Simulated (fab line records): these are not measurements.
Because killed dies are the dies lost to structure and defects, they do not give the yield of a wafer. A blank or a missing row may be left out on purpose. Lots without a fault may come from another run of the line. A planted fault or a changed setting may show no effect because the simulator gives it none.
Split-lot study	flow n5-finfet	route with 1938 steps; 7 lots, 21 wafers read

ON THE SPLIT
At N5_WELL_APT_EXPOSE_05 (exposes mask NWELL, defocus 0 nm, target cd 200 nm), the setting dose-mj was moved away from the recipe's 20.3 on 6 of the 21 wafers read, by -1.9% to +5.0%. The other wafers ran this setting at the recipe's value.

FROM THE SPLIT TO THE READING: what the file shows between them, 3 steps
- N5_WELL_APT_PEB_06: peb time 90 s
- N5_WELL_APT_DEVELOP_07: develop time 45 s
- N5_WELL_APT_HARDBAKE_12: time 120 s

THE READING
Shown in nm: cd-nm at N5_WELL_APT_CD_MEAS_08, with target cd 200 nm. Fault-free wafers of this fab line usually give 200.4 nm, standard deviation 1.8 nm.

wafer	tool, chamber at the split	dose-mj as run	against the recipe	cd-nm, nm	against lot-mates on the recipe
L077.2	krf-scanner-01, 0	20.3	recipe	201.8	-
L077.3	krf-scanner-01, 0	20.3	recipe	202.6	-
L077.4	krf-scanner-01, 0	20.78	+2.4%	204.2	+2.0
L082.1	krf-scanner-01, 0	21.04	+3.6%	206.1	+5.9
L082.2	krf-scanner-01, 0	21.04	+3.6%	203.9	+3.7
L082.3	krf-scanner-01, 0	20.3	recipe	200.2	-
L083.1	krf-scanner-01, 0	20.3	recipe	198.5	-
L083.2	krf-scanner-01, 0	19.91	-1.9%	195.8	-2.7
L083.6	krf-scanner-01, 0	19.91	-1.9%	197.4	-1.1
L084.4	krf-scanner-02, 0	20.3	recipe	200.3	-
L084.5	krf-scanner-02, 0	20.3	recipe	201.3	-
L084.6	krf-scanner-02, 0	20.3	recipe	203.0	-
L085.1	krf-scanner-02, 0	20.3	recipe	200.1	-
L085.3	krf-scanner-02, 0	20.3	recipe	199.8	-
L085.5	krf-scanner-02, 0	20.3	recipe	201.8	-
L087.1	krf-scanner-02, 0	20.3	recipe	198.6	-
L087.4	krf-scanner-02, 0	21.31	+5.0%	208.8	+9.5
L087.5	krf-scanner-02, 0	20.3	recipe	200.1	-
L096.3	krf-scanner-01, 0	20.3	recipe	195.5	-
L096.4	krf-scanner-01, 0	20.3	recipe	199.4	-
L096.5	krf-scanner-01, 0	20.3	recipe	196.4	-

THE FIT
A straight line over all 21 wafers: cd-nm changes by +1.62 nm for each +1% of dose-mj; r = +0.83; the points scatter about the line by 1.9 nm.
The same after taking each lot's own level away (the mean of its wafers on the recipe; 21 wafers): +1.45 nm for each +1%; r = +0.90; scatter 1.2 nm.
That fit puts the effect of the largest move of dose-mj on the reading at 7.2 nm.
From 197.10 to 202.20 nm: that is the span of the lots' own levels, equal to 2.8 times the standard deviation above.
So the slope is not independent of the lot-to-lot level: the two fits are not the same.
Check: for one of the wafers moved furthest among these (+5.0%), held out of the fit, the line's prediction against its lot-mates is +5.93 nm. It came out at +9.45 nm against them.

FURTHER SPLITS ON THESE WAFERS
Note: prior to the reading, these wafers also went through further splits. Each is held against what the fit with the lots' levels taken away leaves over:
other split on the same wafers	wafers away from the commonest value	r with cd-nm (lot level and that fit taken away)
N5_WELL_APT_COAT_02 spin-rpm	6	+0.15

THE WHOLE CHAIN: every reading that the file lists as answering this split, in the file's order
step	what it does	reading	change (the file's fit)	r (the file's)
N5_WELL_APT_CD_MEAS_08	target cd 200 nm	cd-nm	+1.54 nm for each +1% of the setting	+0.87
N5_WELL_APT_DESCUM_13	chemistry O2, time 7.9 s	WELL_APT.cd-nm (the simulator's own value, which no gauge read)	+1.55 nm for each +1% of the setting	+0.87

THE FILE'S OWN FIT
cd-nm changes by +1.54 nm for each +1% of dose-mj, r = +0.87.
